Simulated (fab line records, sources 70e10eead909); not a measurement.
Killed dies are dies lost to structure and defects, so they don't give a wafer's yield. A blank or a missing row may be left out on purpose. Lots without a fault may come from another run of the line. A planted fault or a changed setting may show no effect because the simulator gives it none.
A struck lot beside a sound one | flow nand_harc | 14 steps out of a route of 1302
Sound: wafers L158.1, L158.5, L158.6. Struck: wafer L169.3. (L169.1, L169.6 of the same lot were not struck and are left out.) The cause comes at the end.
At each step with rows: each side's tool, then ch and its chambers, then its first start. Under that, the readings that differ: sound wafers | struck wafers | difference of the means | sigmas: that difference in standard deviations of wafers without a fault.
alike: readings whose means differ by less than 2 such deviations, and words and numbers that are the same on both sides. not compared: withheld readings, readings that some wafer has no value for, bounds like >300 that may hide the same value, and numbers for which the record gives no deviation and whose values overlap.
The two part at a step that has a row with sigmas, a row that says differs or no value, or rows on one side only. Numbers that don't overlap but have no deviation are shown without sigmas and don't part them. A reading that every wafer of one side lacks parts them only if that side has two wafers or more.

first, 3 steps without rows for these wafers: NHARC_THIN_TSV_EXPOSE_09 (exposes mask TSV); NHARC_THIN_TSV_PEB_10 (peb time 85 s); NHARC_THIN_TSV_DEVELOP_11 (time 70 s).
NHARC_THIN_TSV_CD_MEAS_12: target cd 1000 nm.
  sound on cd_sem-03 ch 0, day 29 05:08; struck on cd_sem-02 ch 0, day 31 09:02
  alike: cd_nm
then, 1 step without rows for these wafers: NHARC_THIN_TSV_HARDBAKE_13 (time 80 s).
NHARC_THIN_TSV_DESCUM_14: chemistry O2, time 3 s.
  sound on rie_diel-11 ch 1,2,3, day 29 05:19; struck on rie_diel-03 ch 0, day 31 09:11
  alike: drypump_motor_current_A, oes_product_au, rf_vpp_V, showerhead_plenum_p_Torr, throttle_valve_pct
  not compared: rf_hours_counter_h
NHARC_THIN_TSV_ETCH_44: etches the open film in CF4/O2, target depth 1594.2 nm, time 797.1 s.
  sound on rie_diel-11 ch 1,2, day 29 05:26; struck on rie_diel-03 ch 3, day 31 09:20
  reading                         | sound          | struck | difference | sigmas
  rf_vpp_V (V)                    | 794 794 794    | 803    | +9         | +2
  showerhead_plenum_p_Torr (Torr) | 1.82 1.82 1.81 | 1.96   | +0.14      | +2
  alike: drypump_motor_current_A, oes_product_au, throttle_valve_pct
  not compared: rf_hours_counter_h
NHARC_THIN_TSV_ETCH_15: target depth 3000 nm, bosch target overetch cycles 2, bosch etch step 2.8 s.
  sound on rie_si-05 ch 0,1,2, day 29 05:58; struck on rie_si-05 ch 0, day 31 09:50
  alike: drypump_motor_current_A
  not compared: rf_hours_counter_h
NHARC_THIN_TSV_CD_MEAS_16:
  sound on cd_sem-03, day 29 06:05; struck on cd_sem-01, day 31 09:59
  alike: cd_nm
NHARC_THIN_TSV_STRIP_45: strips in O2.
  sound on plasma_asher-02 ch 0,1, day 29 06:10; struck on plasma_asher-01 ch 1, day 31 10:04
  reading                     | sound       | struck | difference | sigmas
  drypump_motor_current_A (A) | 5.9 5.9 5.8 | 4.8    | -1.1       | -2
  alike: heater_power_w, temp_c
  not compared: rf_hours_counter_h
then, 1 step without rows for these wafers: NHARC_THIN_TSV_STRIP_46 (strips in post etch residue remover, time 1200 s).
NHARC_THIN_TSV_DEP_47: deposits SiO2, target thk 200 nm.
  sound on pecvd-04 ch 0,1,2, day 29 07:01; struck on pecvd-02 ch 0, day 31 10:52
  reading                | sound          | struck | difference | sigmas
  throttle_valve_pct (%) | 16.5 15.5 15.7 | 16.8   | +0.9       | +2
NHARC_THIN_TSV_ETCHBACK_48: etches the open film in C4F8/Ar, target depth 1028.5 nm, time 405.17 s.
  sound on rie_diel-11 ch 0,1,2, day 29 07:26; struck on rie_diel-11 ch 3, day 31 11:16
  reading          | sound             | struck | difference | sigmas
  rf_vpp_V (V)     | 548 544 545       | 553    | +7         | +2
  run_length_s (s) | 426.5 425.8 427.1 | 177.7  | -248.8     | -99 or more
  alike: oes_product_au
  not compared: rf_hours_counter_h
then, 1 step without rows for these wafers: NHARC_THIN_TSV_STRIP_62 (strips in N2/H2, time 20 s).

WHERE THEY PART
First at NHARC_THIN_TSV_ETCH_44; last, within this record, at NHARC_THIN_TSV_ETCHBACK_48.

WHY: what the simulator had put in
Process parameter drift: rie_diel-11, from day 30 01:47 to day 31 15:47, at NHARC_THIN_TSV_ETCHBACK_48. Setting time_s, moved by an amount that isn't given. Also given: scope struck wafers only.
